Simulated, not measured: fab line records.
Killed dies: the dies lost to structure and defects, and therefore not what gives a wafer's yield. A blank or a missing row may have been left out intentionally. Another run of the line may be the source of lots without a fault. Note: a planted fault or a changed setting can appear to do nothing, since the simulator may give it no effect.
Matching of chambers | flow nand_harc | 3 sister chambers for NHARC_A_CONTACT_DEP_58 on pecvd-04
The step deposits SiON, target thk 90 nm. 3 wafers are shown with their chamber, then 9 later ones without.

WAFERS PAIRED WITH THEIR CHAMBERS
wafer  | chamber | heater_power_w (W)
L095.1 | 1       | 776
L095.2 | 0       | 775
L095.3 | 2       | 806

WAFERS WHOSE CHAMBER IS MISSING
wafer  | heater_power_w (W)
L094.4 | 756
L094.5 | 758
L094.6 | 867
L096.1 | 813
L096.2 | 760
L096.3 | 853
L096.4 | 864
L096.5 | 824
L096.6 | 773

EACH ONE'S CHAMBER
wafer  | from the rows above          | in truth
L094.4 | can't be placed: 0 or 1 or 2 | 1
L094.5 | can't be placed: 0 or 1 or 2 | 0
L094.6 | can't be placed: 2 or 1 or 0 | 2
L096.1 | can't be placed: 2 or 1 or 0 | 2
L096.2 | can't be placed: 0 or 1 or 2 | 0
L096.3 | can't be placed: 2 or 1 or 0 | 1
L096.4 | can't be placed: 2 or 1 or 0 | 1
L096.5 | can't be placed: 2 or 1 or 0 | 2
L096.6 | can't be placed: 0 or 1 or 2 | 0
Placed correctly: 0 of 9. These rows do not allow placing 9 (true chamber among the candidates in 9). Wrongly placed: 0.
How it was worked out, from the rows above alone: a wafer's distance from a chamber is the root of the sum, over the readings, of the square of ((its reading less the chamber's mean) divided by the reading's scatter). If the next closest chamber is less than 2 further off than the closest, the wafer can't be placed; otherwise it belongs to the closest. A chamber's mean is the mean of its shown wafers. The scatter: root of mean squared gap, hidden wafer to nearest shown wafer, with one shown wafer a chamber.
